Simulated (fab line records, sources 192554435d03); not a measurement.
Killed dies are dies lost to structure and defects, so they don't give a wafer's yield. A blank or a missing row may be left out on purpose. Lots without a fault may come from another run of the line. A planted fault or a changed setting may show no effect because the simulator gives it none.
Split-lot experiment    flow n5-finfet    route with 1938 steps; 7 lots, 21 wafers read

## ON THE SPLIT
At N5_BEOL_M6_TRENCH_ETCH_37 (etches SiCOH lowk in C4F6/O2, target depth 94.435 nm, time 31.5 s), the setting bias-w was moved away from the recipe's 185 W on 4 of the 21 wafers read, by -13.3% to -11.6%. This setting was run at the recipe's value on the other wafers.

The reading is taken at the split's own step.

## THE READING
rf-vpp-V, in V, at N5_BEOL_M6_TRENCH_ETCH_37 (etches SiCOH lowk in C4F6/O2, target depth 94.435 nm, time 31.5 s). Typical for fault-free wafers on this fab line: 663 V, with standard deviation 7.3 V.

wafer   tool, chamber at the split  bias-w as run, W  against the recipe  rf-vpp-V, V  against lot-mates on the recipe
L079.2  rie-diel-03, 2              185               recipe              674          -
L079.4  rie-diel-03, 0              185               recipe              668          -
L079.5  rie-diel-03, 3              185               recipe              661          -
L084.1  rie-diel-03, 3              185               recipe              664          -
L084.4  rie-diel-03, 0              185               recipe              668          -
L084.6  rie-diel-03, 0              185               recipe              669          -
L082.2  rie-diel-01, 2              185               recipe              655          -
L082.4  rie-diel-01, 0              163.5             -11.6%              591          -64
L082.5  rie-diel-01, 0              163.5             -11.6%              591          -64
L080.1  rie-diel-03, 2              185               recipe              674          -
L080.2  rie-diel-03, 0              185               recipe              668          -
L080.6  rie-diel-03, 0              185               recipe              667          -
L092.1  rie-diel-03, 3              161.6             -12.6%              595          -71
L092.2  rie-diel-03, 2              185               recipe              673          -
L092.5  rie-diel-03, 1              185               recipe              659          -
L091.1  rie-diel-03, 1              185               recipe              658          -
L091.3  rie-diel-03, 3              185               recipe              663          -
L091.4  rie-diel-03, 0              185               recipe              668          -
L097.2  rie-diel-03, 2              185               recipe              673          -
L097.5  rie-diel-03, 1              160.4             -13.3%              587          -86
L097.6  rie-diel-03, 2              185               recipe              674          -

THE FIT
A straight line over all 21 wafers: rf-vpp-V changes by +6.15 V for each +1% of bias-w; r = +0.98; the points scatter about the line by 5.9 V.
The same after taking each lot's own level away (the mean of its wafers on the recipe; 21 wafers): +5.83 V for each +1%; r = +0.99; scatter 4.5 V.
On that fit, the largest move of bias-w shifts the reading by 78 V.
Across the lots, their own levels run from 655.0 to 673.5 V, a range of 2.5 times the standard deviation given above.
Consequently the slope shifts little with the lot-to-lot level, the two slopes agreeing.
Check: with one of the wafers moved furthest among these (-13.3%) left out of the fit, the line predicts -73.8 V for it against its lot-mates. It came out at -86.5 V against them.
Tool readings at the split's step, against how far the setting was moved: rf-vpp-V r = +0.98.

## FURTHER SPLITS ON THESE WAFERS
Other splits were also applied to these wafers ahead of the reading. Each is held against what the fit with the lots' levels taken away leaves over:
other split on the same wafers     wafers away from the commonest value  r with rf-vpp-V (lot level and that fit taken away)
N5_BEOL_M6_HM_DEP_02 target-thk-a  3                                     +0.08

## THE FILE'S OWN FIT
rf-vpp-V changes by +5.88 V for each +1% of bias-w, r = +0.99.
